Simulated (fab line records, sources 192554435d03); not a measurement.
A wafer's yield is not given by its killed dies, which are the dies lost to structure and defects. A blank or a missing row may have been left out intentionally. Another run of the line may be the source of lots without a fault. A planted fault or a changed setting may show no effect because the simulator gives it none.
Chamber matching ; flow n5 finfet ; rie si-06 running N5_FIN_SAQP_MANDREL_ETCH_58: 4 sister chambers
The step etches a-Si in HBr/Cl2, stops on SiNx, target depth 45 nm, bt time 10 s, time 27 s. 4 wafers are shown with their chamber, then 7 later ones without.

## WAFERS WITH THEIR CHAMBER
wafer;chamber;drypump motor current A (A)
L078.6;2;5.2
L082.4;3;5.9
L093.2;0;5.6
L093.4;1;5.4

## WAFERS WHOSE CHAMBER IS MISSING
wafer;drypump motor current A (A)
L093.6;5.6
L095.1;5.7
L095.3;5.3
L095.6;5.3
L097.1;5.2
L097.3;5.6
L097.6;5.9

## CHAMBER TAKEN BY EACH
wafer;from the rows above;in truth
L093.6;0;0
L095.1;can't be placed: 0 or 3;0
L095.3;can't be placed: 2 or 1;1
L095.6;can't be placed: 2 or 1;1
L097.1;2;2
L097.3;0;0
L097.6;3;3
Correctly placed: 4 of 7. These rows do not allow placing 3 (true chamber among the candidates in 3). Number placed wrongly: 0.
How it was worked out, from the rows above alone: a wafer's distance from a chamber is the root of the sum, over the readings, of the square of ((its reading less the chamber's mean) divided by the reading's scatter). If the next closest chamber is less than 2 further off than the closest, the wafer can't be placed; otherwise it belongs to the closest. The mean given for a chamber averages the wafers shown for that chamber. The scatter (one wafer shown for each chamber): square how far every hidden wafer sits from the nearest shown wafer, average those squares and take the square root.
